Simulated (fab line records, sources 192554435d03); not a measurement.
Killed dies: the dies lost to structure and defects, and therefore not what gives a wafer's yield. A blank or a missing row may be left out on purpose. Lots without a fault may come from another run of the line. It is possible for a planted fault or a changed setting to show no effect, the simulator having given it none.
Chamber matching || flow n5 finfet || 4 sister chambers for N5_BEOL_M11_ALD_74 on ald metal-01
The step deposits TaN, target thk 2 nm, pulse time 2 s, purge time 3 s. 4 wafers are shown with their chamber, then 11 later ones without.

WAFERS PAIRED WITH THEIR CHAMBERS
{"wafer": "L077.2", "chamber": 2, "heater power w (W)": 447}
{"wafer": "L085.3", "chamber": 1, "heater power w (W)": 510}
{"wafer": "L089.6", "chamber": 0, "heater power w (W)": 483}
{"wafer": "L090.2", "chamber": 3, "heater power w (W)": 431}

WAFERS MISSING THEIR CHAMBER
{"wafer": "L090.5", "heater power w (W)": 444}
{"wafer": "L090.6", "heater power w (W)": 499}
{"wafer": "L092.2", "heater power w (W)": 509}
{"wafer": "L092.3", "heater power w (W)": 416}
{"wafer": "L092.5", "heater power w (W)": 429}
{"wafer": "L094.1", "heater power w (W)": 486}
{"wafer": "L094.3", "heater power w (W)": 440}
{"wafer": "L094.5", "heater power w (W)": 489}
{"wafer": "L095.3", "heater power w (W)": 428}
{"wafer": "L095.4", "heater power w (W)": 433}
{"wafer": "L095.5", "heater power w (W)": 421}

WHICH CHAMBER EACH ONE RAN IN
{"wafer": "L090.5", "from the rows above": "can't be placed: 2 or 3", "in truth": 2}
{"wafer": "L090.6", "from the rows above": "can't be placed: 1 or 0", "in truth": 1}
{"wafer": "L092.2", "from the rows above": 1, "in truth": 1}
{"wafer": "L092.3", "from the rows above": 3, "in truth": 3}
{"wafer": "L092.5", "from the rows above": 3, "in truth": 3}
{"wafer": "L094.1", "from the rows above": 0, "in truth": 0}
{"wafer": "L094.3", "from the rows above": "can't be placed: 2 or 3", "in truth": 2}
{"wafer": "L094.5", "from the rows above": 0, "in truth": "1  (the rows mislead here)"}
{"wafer": "L095.3", "from the rows above": 3, "in truth": 3}
{"wafer": "L095.4", "from the rows above": "can't be placed: 3 or 2", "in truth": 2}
{"wafer": "L095.5", "from the rows above": 3, "in truth": 3}
Correct placement for 6 of the 11. From these rows, 4 cannot be placed; in 4 the true chamber is one of the candidates. Wrongly placed: 1.
How it was worked out, from the rows above alone: a wafer's distance from a chamber is the root of the sum, over the readings, of the square of ((its reading less the chamber's mean) divided by the reading's scatter). The wafer belongs to the nearest chamber; if the next one is less than 2 further off, it can't be placed. Each chamber's mean is taken over the wafers shown for it. The scatter: with one shown wafer a chamber, the root of the mean of the squares of how far each hidden wafer lies from its nearest shown one.
